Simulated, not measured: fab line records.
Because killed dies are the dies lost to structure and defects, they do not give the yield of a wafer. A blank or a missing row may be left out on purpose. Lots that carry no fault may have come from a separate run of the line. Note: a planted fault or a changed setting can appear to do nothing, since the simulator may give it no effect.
Chamber matching || flow n5_finfet || pecvd-03 running N5_BEOL_M15_ILD_DEP_00: 3 sister chambers
The step deposits SiO2 from TEOS/O2, target thk 1629.3 nm, time 346.1 s. 3 wafers are shown with their chamber, then 11 later ones without.

== WAFERS PAIRED WITH THEIR CHAMBERS ==
{"wafer": "L083.5", "chamber": 2, "throttle_valve_pct (%)": 17.5}
{"wafer": "L084.5", "chamber": 1, "throttle_valve_pct (%)": 18.4}
{"wafer": "L085.2", "chamber": 0, "throttle_valve_pct (%)": 19.7}

== WAFERS WITH NO CHAMBER GIVEN ==
{"wafer": "L085.5", "throttle_valve_pct (%)": 17.4}
{"wafer": "L085.6", "throttle_valve_pct (%)": 19.4}
{"wafer": "L091.4", "throttle_valve_pct (%)": 18.6}
{"wafer": "L091.5", "throttle_valve_pct (%)": 19.4}
{"wafer": "L091.6", "throttle_valve_pct (%)": 17.5}
{"wafer": "L093.1", "throttle_valve_pct (%)": 17.5}
{"wafer": "L093.3", "throttle_valve_pct (%)": 18.7}
{"wafer": "L093.4", "throttle_valve_pct (%)": 17.5}
{"wafer": "L095.2", "throttle_valve_pct (%)": 17.4}
{"wafer": "L095.4", "throttle_valve_pct (%)": 19.5}
{"wafer": "L095.5", "throttle_valve_pct (%)": 17.2}

== WHICH CHAMBER EACH WENT THROUGH ==
{"wafer": "L085.5", "from the rows above": 2, "in truth": 2}
{"wafer": "L085.6", "from the rows above": 0, "in truth": 0}
{"wafer": "L091.4", "from the rows above": 1, "in truth": 1}
{"wafer": "L091.5", "from the rows above": 0, "in truth": 0}
{"wafer": "L091.6", "from the rows above": 2, "in truth": 2}
{"wafer": "L093.1", "from the rows above": 2, "in truth": 2}
{"wafer": "L093.3", "from the rows above": 1, "in truth": 1}
{"wafer": "L093.4", "from the rows above": 2, "in truth": 2}
{"wafer": "L095.2", "from the rows above": 2, "in truth": 2}
{"wafer": "L095.4", "from the rows above": 0, "in truth": 0}
{"wafer": "L095.5", "from the rows above": 2, "in truth": 2}
Correctly placed: 11 of 11. Not placeable from these rows: 0. Placed wrongly: 0.
How it was worked out, from the rows above alone: a wafer's distance from a chamber is the root of the sum, over the readings, of the square of ((its reading less the chamber's mean) divided by the reading's scatter). The wafer belongs to the nearest chamber; if the next one is less than 2 further off, it can't be placed. Each chamber's mean is taken over the wafers shown for it. The scatter: with one shown wafer a chamber, the root of the mean of the squares of how far each hidden wafer lies from its nearest shown one.
